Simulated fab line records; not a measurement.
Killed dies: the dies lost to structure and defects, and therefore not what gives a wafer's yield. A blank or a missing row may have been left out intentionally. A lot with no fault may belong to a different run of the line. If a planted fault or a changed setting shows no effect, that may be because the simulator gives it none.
fab line records -- flow nand-harc -- part 1 of 2: steps 1 to 24 of 38
record lots=5, wafers=15, last-day=34
route steps=1302 shown P_ZERO_WELL@11
lots that met no fault: from a run of the same line without faults
start-h: start of the lot's first displayed wafer, in hours after the record's first day -- wait-h: how many hours have passed since the lot's step before this one -- " the same as in the row above -- L1.1+2: a single row standing in for several wafers -- - no value, or no start was given -- * or withheld: withheld -- < > ~ a bound
route shown NAME@n: names a module that has steps shown in the file, with the first one's number in the route -- usual: mean/standard deviation of fault-free wafers -- same: alike in all rows -- chamber/n: place in a boat -- sites: readings site by site -- _std_site: the values' standard deviation -- _edge_site: outer sites' mean less inner sites' -- radius-mm: for every site, how far away it sits from the centre of the wafer -- mask NAME#n: copy n -- behind: the tool/chamber that last shaped the wafer -- hold: the reason the lot was held/the length of the hold in hours/how it ended -- device: which transistor (n, p or np) failed to switch -- end of line: tests of these same wafers at the route's end -- step lacking rows: just its recipe -- killed: not the wafer's yield, but the dies lost to structure and defects at the first sort -- map: the dies of a wafer, with x for killed, . for not killed, _ for no die there
set.NAME: the setting as run; set.NAME@STEP: as run at that earlier step -- model.NAME: the simulator's own value behind a step, which no gauge read
lots at some steps of the route; a table a step, a row a wafer
services: the hour from which a tool's chamber was out of use, counted from the record's first day as start-h (under 0 if before that day), plus the number of hours and why
## steps
# step NHARC_P_ZERO_WELL_EXPOSE_08
# recipe na=0.55, target-cd-nm=500, dose-mj=33.8, mask-id=P_ZERO
# usual stage-vel-mm-s=499.98/0.26
lot.wafer,tool,chamber,start-h,wait-h,mask,stage-vel-mm-s
L075.3,krf-scanner-03,0,31.00,-,P_ZERO#0,500.05
L075.4,krf-scanner-03,0,31.00,-,P_ZERO#0,499.80
L075.6,krf-scanner-03,0,31.00,-,P_ZERO#0,499.91
L081.1,krf-scanner-04,0,91.11,-,P_ZERO#0,500.18
L081.2,krf-scanner-04,0,91.11,-,P_ZERO#0,500.24
L081.3,krf-scanner-04,0,91.11,-,P_ZERO#0,500.33
L085.1,krf-scanner-02,0,131.09,-,P_ZERO#0,499.72
L085.4,krf-scanner-02,0,131.09,-,P_ZERO#0,500.31
L085.5,krf-scanner-02,0,131.09,-,P_ZERO#0,500.08
L088.1,krf-scanner-03,0,160.96,-,P_ZERO#0,500.12
L088.3,krf-scanner-03,0,160.96,-,P_ZERO#0,500.10
L088.6,krf-scanner-03,0,160.96,-,P_ZERO#0,500.25
L097.2,krf-scanner-03,0,251.09,-,P_ZERO#0,500.15
L097.4,krf-scanner-03,0,251.09,-,P_ZERO#0,500.34
L097.6,krf-scanner-03,0,251.09,-,P_ZERO#0,500.03
# step NHARC_P_ZERO_WELL_PEB_09
# recipe peb-temp-c=128, peb-time-s=80
lot.wafer,tool,chamber,start-h,wait-h
L075.3+4+6,litho-track-07,0,31.05,0.1
L081.1+2+3,litho-track-07,0,91.18,0.1
L085.1+4+5,litho-track-03,0,131.16,0.1
L088.1+3+6,litho-track-07,0,161.03,0.1
L097.2+4+6,litho-track-03,0,251.15,0.1
# step NHARC_P_ZERO_WELL_DEVELOP_10
# recipe time-s=50, dev-temp-c=22
# usual developer-temp-C=21.98/0.094
# same time-s=50
lot.wafer,tool,chamber,start-h,wait-h,developer-temp-C
L075.3,litho-track-07,0,-,-,21.96
L075.4,litho-track-07,0,-,-,22.10
L075.6,litho-track-07,0,-,-,21.84
L081.1,litho-track-07,0,-,-,22.07
L081.2,litho-track-07,0,-,-,21.96
L081.3,litho-track-07,0,-,-,21.82
L085.1,litho-track-03,0,-,-,21.82
L085.4,litho-track-03,0,-,-,21.92
L085.5,litho-track-03,0,-,-,22.00
L088.1,litho-track-07,0,-,-,21.97
L088.3,litho-track-07,0,-,-,22.08
L088.6,litho-track-07,0,-,-,21.97
L097.2,litho-track-03,0,-,-,21.92
L097.4,litho-track-03,0,-,-,21.97
L097.6,litho-track-03,0,-,-,22.00
# step NHARC_P_ZERO_WELL_CD_MEAS_11
# recipe target-cd-nm=500, landing-energy-ev=500
# usual cd-nm=500.3/2
lot.wafer,tool,chamber,start-h,wait-h,cd-nm
L075.3,cd-sem-01,0,31.14,-,498.0
L075.4,cd-sem-01,0,31.14,-,504.3
L075.6,cd-sem-01,0,31.14,-,501.0
L081.1,cd-sem-02,0,91.27,-,501.3
L081.2,cd-sem-02,0,91.27,-,504.1
L081.3,cd-sem-02,0,91.27,-,500.1
L085.1,cd-sem-03,0,131.24,-,499.0
L085.4,cd-sem-03,0,131.24,-,499.8
L085.5,cd-sem-03,0,131.24,-,501.8
L088.1,cd-sem-02,0,161.11,-,503.0
L088.3,cd-sem-02,0,161.11,-,501.5
L088.6,cd-sem-02,0,161.11,-,501.2
L097.2,cd-sem-03,0,251.24,-,501.7
L097.4,cd-sem-03,0,251.24,-,502.0
L097.6,cd-sem-03,0,251.24,-,502.9
# step NHARC_P_ZERO_WELL_HARDBAKE_12
# recipe temp-c=118, time-s=65
# same time-s=65
lot.wafer,tool,chamber,start-h,wait-h
L075.3+4+6,litho-track-02,0,31.22,-
L081.1+2+3,litho-track-03,0,91.35,-
L085.1+4+5,litho-track-07,0,131.32,-
L088.1+3+6,litho-track-03,0,161.19,-
L097.2+4+6,litho-track-03,0,251.32,-
# step NHARC_P_ZERO_WELL_DESCUM_13
# recipe time-s=3, o2-flow-sccm=200, ar-flow-sccm=0, bias-power-w=0, chemistry=O2
# usual drypump-motor-current-A=5.6/0.36, oes-product-au=1.000/0.011, rf-vpp-V=57.9/1, showerhead-plenum-p-Torr=1.92/0.11, throttle-valve-pct=11.311/0.01
# same time-s=3
lot.wafer,tool,chamber,start-h,wait-h,drypump-motor-current-A,oes-product-au,rf-hours-counter-h,rf-vpp-V,showerhead-plenum-p-Torr,throttle-valve-pct
L075.3,rie-diel-06,3,33.08,-,5.9,1.006,24,57.3,1.78,11.313
L075.4,rie-diel-06,2,33.08,-,5.3,0.992,-,57.4,1.79,11.305
L075.6,rie-diel-06,1,33.08,-,5.8,0.999,-,59.2,2.07,11.304
L081.1,rie-diel-06,3,91.42,-,5.8,1.013,43,58.5,1.77,11.302
L081.3,rie-diel-06,0,91.42,-,6.2,1.028,35,57.9,2.02,11.320
L081.2,rie-diel-06,1,91.42,-,5.7,1.010,40,58.2,2.06,11.298
L085.1,rie-diel-01,3,134.37,-,6.2,1.002,33,58.5,1.85,11.306
L085.4,rie-diel-01,1,134.37,-,5.6,0.993,32,59.4,1.97,11.324
L085.5,rie-diel-01,0,134.37,-,5.3,1.001,-,57.7,1.87,11.300
L088.1,rie-diel-06,3,161.27,-,5.9,0.993,2,58.1,2.08,11.309
L088.3,rie-diel-06,2,161.27,-,5.3,0.994,11,57.7,1.77,11.319
L088.6,rie-diel-06,3,161.27,-,5.9,0.985,-,57.6,2.08,11.308
L097.4,rie-diel-07,1,251.39,-,5.3,0.999,36,57.9,2.06,11.314
L097.2,rie-diel-07,2,251.39,-,5.5,0.986,41,57.8,1.89,11.308
L097.6,rie-diel-07,2,251.39,-,5.4,0.983,-,57.3,1.89,11.314
# step NHARC_P_ZERO_WELL_ETCH_65
# recipe target-depth-a=800, overetch-a=240, time-s=87.88, ion-energy-ev=200, n2-flow-sccm=150, h2-flow-sccm=150, ar-flow-sccm=0, rf-w=400, bias-w=150, chemistry=N2/H2
# usual drypump-motor-current-A=5.6/0.35, oes-product-au=1.000/0.0098, rf-fwd-power-W=396.7/1.2, rf-vpp-V=431/3.4, showerhead-plenum-p-Torr=2.05/0.12, throttle-valve-pct=14.172/0.0088
# same time-s=87.88
lot.wafer,tool,chamber,start-h,wait-h,drypump-motor-current-A,oes-product-au,rf-fwd-power-W,rf-hours-counter-h,rf-vpp-V,showerhead-plenum-p-Torr,throttle-valve-pct
L075.3,rie-diel-06,2,33.19,0.1,5.3,1.000,398.0,22,429,1.90,14.167
L075.6,rie-diel-06,3,33.19,0.1,5.9,1.001,395.4,-,426,1.89,14.178
L075.4,rie-diel-06,2,33.19,0.1,5.3,1.003,397.3,-,428,1.90,14.176
L081.3,rie-diel-06,2,91.51,0.1,5.3,1.001,397.1,42,427,1.90,14.148
L081.1,rie-diel-06,3,91.51,0.1,5.9,0.995,397.2,43,426,1.89,14.174
L081.2,rie-diel-06,1,91.51,0.1,5.7,1.010,396.4,40,436,2.20,14.164
L085.4,rie-diel-01,0,134.49,0.1,5.3,1.014,396.4,33,429,2.00,14.178
L085.1,rie-diel-01,3,134.49,0.1,6.2,1.000,399.6,33,429,1.97,14.185
L085.5,rie-diel-01,0,134.49,0.1,5.3,1.004,396.5,-,429,2.00,14.169
L088.3,rie-diel-06,0,161.36,0.1,6.2,1.011,398.6,10,433,2.15,14.176
L088.1,rie-diel-06,3,161.36,0.1,5.9,0.998,397.3,2,436,2.22,14.180
L088.6,rie-diel-06,1,161.36,0.1,5.8,0.989,397.2,-,435,2.20,14.176
L097.4,rie-diel-07,1,251.48,0.1,5.3,1.000,396.8,36,434,2.20,14.169
L097.2,rie-diel-07,3,251.48,0.1,5.7,0.991,396.1,44,431,2.02,14.167
L097.6,rie-diel-07,0,251.48,0.1,5.0,1.009,394.2,-,427,1.96,14.174
# step NHARC_P_ZERO_WELL_ETCH_62
# recipe target-depth-a=130, time-s=6.5, chf3-flow-sccm=50, ar-flow-sccm=200, rf-w=500, bias-w=200, chemistry=CHF3/Ar
# usual drypump-motor-current-A=5.6/0.34, oes-product-au=0.960/0.018, rf-fwd-power-W=487.6/1.6, rf-vpp-V=370.8/2.9, showerhead-plenum-p-Torr=2.35/0.13, throttle-valve-pct=20.216/0.0091
# same time-s=6.5
lot.wafer,tool,chamber,start-h,wait-h,drypump-motor-current-A,oes-product-au,rf-fwd-power-W,rf-hours-counter-h,rf-vpp-V,showerhead-plenum-p-Torr,throttle-valve-pct
L075.3,rie-diel-06,2,-,-,5.3,0.958,488.5,22,367.5,2.20,20.208
L075.4,rie-diel-06,1,-,-,5.8,0.963,486.8,-,374.3,2.53,20.212
L075.6,rie-diel-06,2,-,-,5.3,0.952,486.7,-,368.1,2.20,20.214
L081.2,rie-diel-06,1,-,-,5.8,0.990,489.5,40,375.1,2.52,20.219
L081.3,rie-diel-06,2,-,-,5.3,0.980,486.5,42,367.4,2.19,20.213
L081.1,rie-diel-06,3,-,-,5.8,0.969,485.7,43,366.6,2.18,20.233
L085.4,rie-diel-01,0,-,-,5.4,0.932,487.9,33,369.9,2.30,20.212
L085.1,rie-diel-01,1,-,-,5.6,0.923,486.7,33,371.9,2.41,20.229
L085.5,rie-diel-01,1,-,-,5.6,0.925,487.0,-,372.8,2.41,20.240
L088.3,rie-diel-06,0,-,-,6.2,0.975,488.8,10,373.3,2.46,20.211
L088.1,rie-diel-06,2,-,-,5.3,0.981,486.6,11,367.8,2.18,20.208
L088.6,rie-diel-06,1,-,-,5.8,0.964,486.3,-,373.0,2.51,20.221
L097.2,rie-diel-07,0,-,-,5.0,0.968,484.0,30,369.4,2.26,20.217
L097.4,rie-diel-07,1,-,-,5.3,0.951,487.6,36,374.2,2.52,20.210
L097.6,rie-diel-07,0,-,-,5.0,0.968,488.3,-,367.4,2.26,20.196
# step NHARC_P_ZERO_WELL_ETCH_63
# recipe target-depth-a=1200, time-s=40.1, hbr-flow-sccm=150, cl2-flow-sccm=50, rf-w=400, icp-w=400, bias-w=100, chemistry=HBr/Cl2
# usual drypump-motor-current-A=5.7/0.42, hbr-flow-sccm=149.9/0.45, oes-product-au=0.999/0.012, rf-fwd-power-W=394.9/2.3, throttle-valve-pct=26.407/0.0093
# same time-s=40.1
lot.wafer,tool,chamber,start-h,wait-h,drypump-motor-current-A,hbr-flow-sccm,oes-product-au,rf-fwd-power-W,rf-hours-counter-h,throttle-valve-pct
L075.4,rie-si-04,1,33.36,-,6.4,150.3,1.019,397.7,0.19,26.399
L075.3,rie-si-04,2,33.36,-,5.7,149.7,0.982,398.1,0.22,26.410
L075.6,rie-si-04,2,33.36,-,5.7,149.9,0.992,397.8,-,26.410
L081.3,rie-si-02,3,91.68,-,6.0,150.1,0.994,399.1,0.97,26.424
L081.1,rie-si-02,0,91.68,-,5.6,150.5,1.019,396.6,1.02,26.395
L081.2,rie-si-02,2,91.68,-,6.1,149.9,0.986,395.1,0.89,26.417
L085.1,rie-si-04,1,134.98,-,6.4,149.9,1.008,396.6,0.74,26.411
L085.4,rie-si-04,3,134.98,-,5.2,149.5,1.014,392.8,0.88,26.398
L085.5,rie-si-04,0,134.98,-,4.9,150.0,1.011,395.3,-,26.401
L088.3,rie-si-02,3,161.53,-,6.0,149.7,0.989,396.1,0.26,26.413
L088.1,rie-si-02,2,161.53,-,6.1,149.8,0.995,392.7,0.25,26.402
L088.6,rie-si-02,3,161.53,-,6.0,150.6,0.975,396.7,-,26.407
L097.2,rie-si-01,2,251.68,-,6.1,149.8,1.002,394.9,0.38,26.405
L097.6,rie-si-01,0,251.68,-,5.3,149.6,1.007,393.7,-,26.411
L097.4,rie-si-01,1,251.68,-,6.0,149.9,0.990,396.4,-,26.394
# step NHARC_P_ZERO_WELL_STRIP_15
# recipe time-s=900, temp-c=130, chemistry=SPM
# usual bath-guard-temp-C=130.2/0.45
# same time-s=900
lot.wafer,tool,chamber,start-h,wait-h,bath-guard-temp-C
L075.3,wet-bench-07,3,33.52,-,130.0
L075.6,wet-bench-07,4,33.52,-,130.9
L075.4,wet-bench-07,6,33.52,-,130.4
L081.3,wet-bench-07,5,91.84,-,130.0
L081.2,wet-bench-07,6,91.84,-,130.3
L081.1,wet-bench-07,7,91.84,-,130.4
L085.1,wet-bench-07,7,135.12,-,130.5
L085.4,wet-bench-07,1,135.12,-,129.8
L085.5,wet-bench-07,2,135.12,-,130.1
L088.3,wet-bench-02,2,161.68,-,128.7
L088.6,wet-bench-02,5,161.68,-,130.3
L088.1,wet-bench-02,6,161.68,-,130.0
L097.2,wet-bench-05,3,251.84,-,130.5
L097.6,wet-bench-05,4,251.84,-,130.9
L097.4,wet-bench-05,7,251.84,-,130.1
# step NHARC_P_ZERO_WELL_DEHYDRATE_16
# recipe temp-c=150, time-s=120
# same time-s=120
lot.wafer,tool,chamber,start-h,wait-h
L075.3+4+6,litho-track-02,0,33.86,-
L081.1+2+3,litho-track-02,0,92.19,-
L085.1+4+5,litho-track-07,0,135.46,-
L088.1+3+6,litho-track-07,0,162.03,-
L097.2+4+6,litho-track-03,0,252.18,-
# step NHARC_P_ZERO_WELL_HMDS_17
# recipe time-s=30
# same time-s=30
lot.wafer,tool,chamber,start-h,wait-h
L075.3+4+6,litho-track-02,0,-,-
L081.1+2+3,litho-track-02,0,-,-
L085.1+4+5,litho-track-07,0,-,-
L088.1+3+6,litho-track-07,0,-,-
L097.2+4+6,litho-track-03,0,-,-
# step NHARC_P_ZERO_WELL_COAT_18
# recipe spin-rpm=withheld
lot.wafer,tool,chamber,start-h,wait-h
L075.3+4+6,litho-track-02,0,-,-
L081.1+2+3,litho-track-02,0,-,-
L085.1+4+5,litho-track-07,0,-,-
L088.1+3+6,litho-track-07,0,-,-
L097.2+4+6,litho-track-03,0,-,-
# step NHARC_P_ZERO_WELL_SOFTBAKE_19
# recipe temp-c=122, time-s=95
# same time-s=95
lot.wafer,tool,chamber,start-h,wait-h
L075.3+4+6,litho-track-02,0,-,-
L081.1+2+3,litho-track-02,0,-,-
L085.1+4+5,litho-track-07,0,-,-
L088.1+3+6,litho-track-07,0,-,-
L097.2+4+6,litho-track-03,0,-,-
# step NHARC_P_ZERO_WELL_EBR_20
lot.wafer,tool,chamber,start-h,wait-h
L075.3+4+6,litho-track-02,0,-,-
L081.1+2+3,litho-track-02,0,-,-
L085.1+4+5,litho-track-07,0,-,-
L088.1+3+6,litho-track-07,0,-,-
L097.2+4+6,litho-track-03,0,-,-
# step NHARC_P_ZERO_WELL_EXPOSE_21
# recipe na=0.6, target-cd-nm=720, dose-mj=22.31, mask-id=P_NWELL
# usual stage-vel-mm-s=500.01/0.25
lot.wafer,tool,chamber,start-h,wait-h,mask,stage-vel-mm-s
L075.3,krf-scanner-03,0,34.02,-,P_NWELL#0,500.32
L075.4,krf-scanner-03,0,34.02,-,P_NWELL#0,500.13
L075.6,krf-scanner-03,0,34.02,-,P_NWELL#0,500.10
L081.1,krf-scanner-02,0,92.45,-,P_NWELL#0,499.96
L081.2,krf-scanner-02,0,92.45,-,P_NWELL#0,500.04
L081.3,krf-scanner-02,0,92.45,-,P_NWELL#0,500.47
L085.1,krf-scanner-02,0,135.73,-,P_NWELL#0,499.80
L085.4,krf-scanner-02,0,135.73,-,P_NWELL#0,499.89
L085.5,krf-scanner-02,0,135.73,-,P_NWELL#0,500.17
L088.1,krf-scanner-04,0,162.30,-,P_NWELL#0,500.09
L088.3,krf-scanner-04,0,162.30,-,P_NWELL#0,500.26
L088.6,krf-scanner-04,0,162.30,-,P_NWELL#0,500.28
L097.2,krf-scanner-02,0,252.45,-,P_NWELL#0,500.10
L097.4,krf-scanner-02,0,252.45,-,P_NWELL#0,499.99
L097.6,krf-scanner-02,0,252.45,-,P_NWELL#0,500.07
# step NHARC_P_ZERO_WELL_PEB_22
# recipe peb-temp-c=118, peb-time-s=85
lot.wafer,tool,chamber,start-h,wait-h
L075.3+4+6,litho-track-07,0,34.07,0.1
L081.1+2+3,litho-track-07,0,92.52,0.1
L085.1+4+5,litho-track-02,0,135.79,0.1
L088.1+3+6,litho-track-02,0,162.37,0.1
L097.2+4+6,litho-track-02,0,252.52,0.1
# step NHARC_P_ZERO_WELL_DEVELOP_23
# recipe time-s=70
# same time-s=70
lot.wafer,tool,chamber,start-h,wait-h
L075.3+4+6,litho-track-07,0,-,-
L081.1+2+3,litho-track-07,0,-,-
L085.1+4+5,litho-track-02,0,-,-
L088.1+3+6,litho-track-02,0,-,-
L097.2+4+6,litho-track-02,0,-,-
# step NHARC_P_ZERO_WELL_CD_MEAS_24
# recipe target-cd-nm=720, landing-energy-ev=500
# usual cd-nm=720.1/1.6
lot.wafer,tool,chamber,start-h,wait-h,cd-nm
L075.3,cd-sem-02,0,34.17,-,719.2
L075.4,cd-sem-02,0,34.17,-,720.3
L075.6,cd-sem-02,0,34.17,-,722.4
L081.1,cd-sem-01,0,92.61,-,721.3
L081.2,cd-sem-01,0,92.61,-,720.2
L081.3,cd-sem-01,0,92.61,-,719.4
L085.1,cd-sem-02,0,135.88,-,718.6
L085.4,cd-sem-02,0,135.88,-,718.5
L085.5,cd-sem-02,0,135.88,-,719.9
L088.1,cd-sem-02,0,162.46,-,717.9
L088.3,cd-sem-02,0,162.46,-,719.1
L088.6,cd-sem-02,0,162.46,-,720.7
L097.2,cd-sem-03,0,252.61,-,719.4
L097.4,cd-sem-03,0,252.61,-,720.1
L097.6,cd-sem-03,0,252.61,-,718.8
# step NHARC_P_ZERO_WELL_HARDBAKE_25
# recipe temp-c=125, time-s=80
# same time-s=80
lot.wafer,tool,chamber,start-h,wait-h
L075.3+4+6,litho-track-03,0,34.25,-
L081.1+2+3,litho-track-07,0,92.69,-
L085.1+4+5,litho-track-03,0,135.96,-
L088.1+3+6,litho-track-03,0,162.54,-
L097.2+4+6,litho-track-02,0,252.69,-
# step NHARC_P_ZERO_WELL_DESCUM_26
# recipe time-s=3, o2-flow-sccm=200, ar-flow-sccm=0, bias-power-w=0, chemistry=O2
# usual drypump-motor-current-A=5.6/0.36, oes-product-au=1.001/0.0098, rf-vpp-V=57.8/0.89, showerhead-plenum-p-Torr=1.90/0.089, throttle-valve-pct=11.311/0.01
# same time-s=3
lot.wafer,tool,chamber,start-h,wait-h,drypump-motor-current-A,oes-product-au,rf-hours-counter-h,rf-vpp-V,showerhead-plenum-p-Torr,throttle-valve-pct
L075.3,rie-diel-06,3,34.36,-,5.9,1.010,24,56.8,1.78,11.303
L075.4,rie-diel-06,2,34.36,-,5.3,1.009,-,58.6,1.79,11.308
L075.6,rie-diel-06,3,34.36,-,5.9,1.013,-,57.7,1.78,11.326
L081.3,rie-diel-07,3,92.77,-,5.8,1.002,46,57.7,1.91,11.333
L081.1,rie-diel-07,0,92.77,-,5.1,1.019,45,57.8,1.85,11.309
L081.2,rie-diel-07,2,92.77,-,5.5,0.990,46,59.5,1.90,11.310
L085.4,rie-diel-01,2,136.05,-,6.0,0.998,34,57.0,1.94,11.304
L085.1,rie-diel-01,1,136.05,-,5.6,0.997,33,56.9,1.97,11.332
L085.5,rie-diel-01,2,136.05,-,6.0,1.015,-,56.9,1.94,11.311
L088.1,rie-diel-07,1,162.62,-,5.3,1.008,14,59.3,2.07,11.319
L088.3,rie-diel-07,3,162.62,-,5.8,0.996,17,57.8,1.90,11.304
L088.6,rie-diel-07,1,162.62,-,5.3,1.004,-,60.3,2.07,11.308
L097.4,rie-diel-07,2,252.80,-,5.5,0.990,41,57.7,1.89,11.305
L097.2,rie-diel-07,3,252.80,-,5.8,0.994,45,57.8,1.89,11.328
L097.6,rie-diel-07,0,252.80,-,5.0,1.009,-,57.9,1.84,11.329
# step NHARC_P_ZERO_WELL_IMPLANT_27
# recipe energy-kev=600, dose-cm2=1e+13, tilt-deg=7
# usual dose-ions-cm2=1.0003e+13/1.2e+10
lot.wafer,tool,chamber,start-h,wait-h,dose-ions-cm2
L075.3,implanter-01,0,34.55,0.2,1.0003e+13
L075.4,implanter-01,0,34.55,0.2,1.0012e+13
L075.6,implanter-01,0,34.55,0.2,1.0008e+13
L081.1,implanter-01,0,92.92,0.1,1.0008e+13
L081.2,implanter-01,0,92.92,0.1,1.0016e+13
L081.3,implanter-01,0,92.92,0.1,9.976e+12
L085.1,implanter-01,0,136.19,0.1,1.001e+13
L085.4,implanter-01,0,136.19,0.1,1.0013e+13
L085.5,implanter-01,0,136.19,0.1,1.0015e+13
L088.1,implanter-01,0,162.76,0.1,1.0002e+13
L088.3,implanter-01,0,162.76,0.1,9.992e+12
L088.6,implanter-01,0,162.76,0.1,1e+13
L097.2,implanter-01,0,252.95,0.1,9.987e+12
L097.4,implanter-01,0,252.95,0.1,1.0008e+13
L097.6,implanter-01,0,252.95,0.1,9.981e+12
# step NHARC_P_ZERO_WELL_IMPLANT_57
# recipe energy-kev=250, dose-cm2=4e+12, tilt-deg=7
# usual dose-ions-cm2=4e+12/5.1e+09
lot.wafer,tool,chamber,start-h,wait-h,dose-ions-cm2
L075.3,implanter-01,0,34.74,0.2,4.01e+12
L075.4,implanter-01,0,34.74,0.2,4.001e+12
L075.6,implanter-01,0,34.74,0.2,4.002e+12
L081.1,implanter-01,0,93.10,0.2,4e+12
L081.2,implanter-01,0,93.10,0.2,4.001e+12
L081.3,implanter-01,0,93.10,0.2,4e+12
L085.1,implanter-01,0,136.37,0.1,4.008e+12
L085.4,implanter-01,0,136.37,0.1,4.007e+12
L085.5,implanter-01,0,136.37,0.1,4.008e+12
L088.1,implanter-01,0,162.94,0.2,3.997e+12
L088.3,implanter-01,0,162.94,0.2,4.002e+12
L088.6,implanter-01,0,162.94,0.2,3.997e+12
L097.2,implanter-01,0,253.13,0.1,4.003e+12
L097.4,implanter-01,0,253.13,0.1,4.009e+12
L097.6,implanter-01,0,253.13,0.1,4e+12
# step NHARC_P_ZERO_WELL_IMPLANT_58
# recipe energy-kev=100, dose-cm2=2e+12, tilt-deg=7
# usual dose-ions-cm2=2e+12/1.8e+09
lot.wafer,tool,chamber,start-h,wait-h,dose-ions-cm2
L075.3,implanter-01,0,34.92,0.2,2.0018e+12
L075.4,implanter-01,0,34.92,0.2,1.9998e+12
L075.6,implanter-01,0,34.92,0.2,2.0034e+12
L081.1,implanter-01,0,93.28,0.2,1.9978e+12
L081.2,implanter-01,0,93.28,0.2,1.9992e+12
L081.3,implanter-01,0,93.28,0.2,1.9988e+12
L085.1,implanter-01,0,136.55,0.1,1.9992e+12
L085.4,implanter-01,0,136.55,0.1,1.9986e+12
L085.5,implanter-01,0,136.55,0.1,2.002e+12
L088.1,implanter-01,0,163.12,0.1,2.0014e+12
L088.3,implanter-01,0,163.12,0.1,1.9999e+12
L088.6,implanter-01,0,163.12,0.1,2.0016e+12
L097.2,implanter-01,0,253.31,0.1,1.9992e+12
L097.4,implanter-01,0,253.31,0.1,1.9977e+12
L097.6,implanter-01,0,253.31,0.1,1.9993e+12
